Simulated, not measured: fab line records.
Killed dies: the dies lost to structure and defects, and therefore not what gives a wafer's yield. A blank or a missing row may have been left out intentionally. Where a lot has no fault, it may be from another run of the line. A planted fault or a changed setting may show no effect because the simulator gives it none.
Matching of chambers || flow nand-harc || cmp-04 running NHARC_THIN_TSV_CMP_21: 3 sister chambers
The step polishes, t overpolish 30 s, target thk 2000 nm. 3 wafers are shown with their chamber, then 6 later ones without.

== WAFERS, EACH WITH ITS CHAMBER ==
{"wafer": "L672.5", "chamber": 1, "motor-current-A (A)": 11.2}
{"wafer": "L680.4", "chamber": 2, "motor-current-A (A)": 11.1}
{"wafer": "L685.5", "chamber": 0, "motor-current-A (A)": 11.2}

== WAFERS WITH NO CHAMBER GIVEN ==
{"wafer": "L685.6", "motor-current-A (A)": 10.7}
{"wafer": "L686.1", "motor-current-A (A)": 11.3}
{"wafer": "L686.3", "motor-current-A (A)": 11.6}
{"wafer": "L686.6", "motor-current-A (A)": 10.7}
{"wafer": "L693.2", "motor-current-A (A)": 11.6}
{"wafer": "L693.3", "motor-current-A (A)": 11.2}

== WHICH CHAMBER EACH ONE RAN IN ==
{"wafer": "L685.6", "from the rows above": "can't be placed: 2 or 0 or 1", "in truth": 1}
{"wafer": "L686.1", "from the rows above": "can't be placed: 0 or 1 or 2", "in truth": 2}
{"wafer": "L686.3", "from the rows above": "can't be placed: 0 or 1 or 2", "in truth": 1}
{"wafer": "L686.6", "from the rows above": "can't be placed: 2 or 0 or 1", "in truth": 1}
{"wafer": "L693.2", "from the rows above": "can't be placed: 0 or 1 or 2", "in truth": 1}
{"wafer": "L693.3", "from the rows above": "can't be placed: 0 or 1 or 2", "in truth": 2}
0 of 6 placed correctly. Unplaceable from these rows: 6, with the true chamber sitting among the candidates in 6. 0 placed wrongly.
How it was worked out, from the rows above alone: a wafer's distance from a chamber is the root of the sum, over the readings, of the square of ((its reading less the chamber's mean) divided by the reading's scatter). The wafer belongs to the nearest chamber; if the next one is less than 2 further off, it can't be placed. For every chamber, the mean is computed from those of its wafers that are shown. The scatter: root of mean squared gap, hidden wafer to nearest shown wafer, with one shown wafer a chamber.
